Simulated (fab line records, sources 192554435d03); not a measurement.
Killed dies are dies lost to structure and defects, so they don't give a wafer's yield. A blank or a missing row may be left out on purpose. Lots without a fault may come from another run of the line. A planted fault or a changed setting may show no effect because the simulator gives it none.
Chamber matching | flow n5_finfet | N5_BEOL_M0_SAQP_STRIP_108 on rie_diel-05: 4 sister chambers
The step strips in N2/H2. 8 wafers are shown with their chamber, then 7 later ones without.

WAFERS WITH THEIR CHAMBER
wafer  | chamber | drypump_motor_current_A (A) | showerhead_plenum_p_Torr (Torr)
L409.1 | 3       | 6.04                        | 3.47
L409.3 | 1       | 5.89                        | 3.41
L409.4 | 0       | 6.07                        | 3.42
L414.2 | 3       | 6.04                        | 3.47
L414.4 | 2       | 5.48                        | 3.41
L414.5 | 1       | 5.89                        | 3.41
L420.1 | 2       | 5.50                        | 3.41
L420.4 | 0       | 6.09                        | 3.41

WAFERS WITHOUT THEIR CHAMBER
wafer  | drypump_motor_current_A (A) | showerhead_plenum_p_Torr (Torr)
L420.5 | 6.05                        | 3.46
L423.1 | 5.49                        | 3.40
L423.4 | 6.02                        | 3.46
L423.5 | 6.04                        | 3.46
L426.2 | 6.10                        | 3.41
L426.4 | 6.02                        | 3.46
L426.5 | 5.88                        | 3.40

WHICH CHAMBER EACH WENT THROUGH
wafer  | from the rows above | in truth
L420.5 | 3                   | 3
L423.1 | 2                   | 2
L423.4 | 3                   | 3
L423.5 | 3                   | 3
L426.2 | 0                   | 0
L426.4 | 3                   | 3
L426.5 | 1                   | 1
Placed correctly: 7 of 7. Can't be placed from these rows: 0. Placed wrongly: 0.
How it was worked out, from the rows above alone: a wafer's distance from a chamber is the root of the sum, over the readings, of the square of ((its reading less the chamber's mean) divided by the reading's scatter). The wafer belongs to the nearest chamber; if the next one is less than 2 further off, it can't be placed. A chamber's mean is the mean of its shown wafers. The scatter: the root of (the sum of the squares of (reading less its chamber's mean) over the shown wafers, divided by (wafers less chambers)).
